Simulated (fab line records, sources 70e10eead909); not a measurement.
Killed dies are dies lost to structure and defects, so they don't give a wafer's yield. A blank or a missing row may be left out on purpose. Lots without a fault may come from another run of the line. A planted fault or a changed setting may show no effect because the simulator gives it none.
Chamber matching | flow nand_harc | NHARC_A_M0_DEP_32 on pecvd-03: 3 sister chambers
The step deposits SiCN, target thk 30 nm. 3 wafers are shown with their chamber, then 8 later ones without.

WAFERS WITH THEIR CHAMBER
wafer  | chamber | heater_power_w (W)
L087.3 | 2       | 484
L087.6 | 1       | 602
L089.3 | 0       | 672

WAFERS WITHOUT THEIR CHAMBER
wafer  | heater_power_w (W)
L089.4 | 640
L089.5 | 538
L090.2 | 623
L090.3 | 535
L090.6 | 571
L092.3 | 691
L092.4 | 599
L092.5 | 544

WHICH CHAMBER EACH WENT THROUGH
wafer  | from the rows above          | in truth
L089.4 | can't be placed: 0 or 1      | 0
L089.5 | can't be placed: 2 or 1      | 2
L090.2 | can't be placed: 1 or 0      | 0
L090.3 | can't be placed: 2 or 1      | 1
L090.6 | can't be placed: 1 or 2 or 0 | 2
L092.3 | can't be placed: 0 or 1      | 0
L092.4 | can't be placed: 1 or 0      | 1
L092.5 | can't be placed: 1 or 2 or 0 | 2
Placed correctly: 0 of 8. Can't be placed from these rows: 8 (the true chamber is among the candidates in 8). Placed wrongly: 0.
How it was worked out, from the rows above alone: a wafer's distance from a chamber is the root of the sum, over the readings, of the square of ((its reading less the chamber's mean) divided by the reading's scatter). The wafer belongs to the nearest chamber; if the next one is less than 2 further off, it can't be placed. A chamber's mean is the mean of its shown wafers. The scatter: with one shown wafer a chamber, the root of the mean of the squares of how far each hidden wafer lies from its nearest shown one.
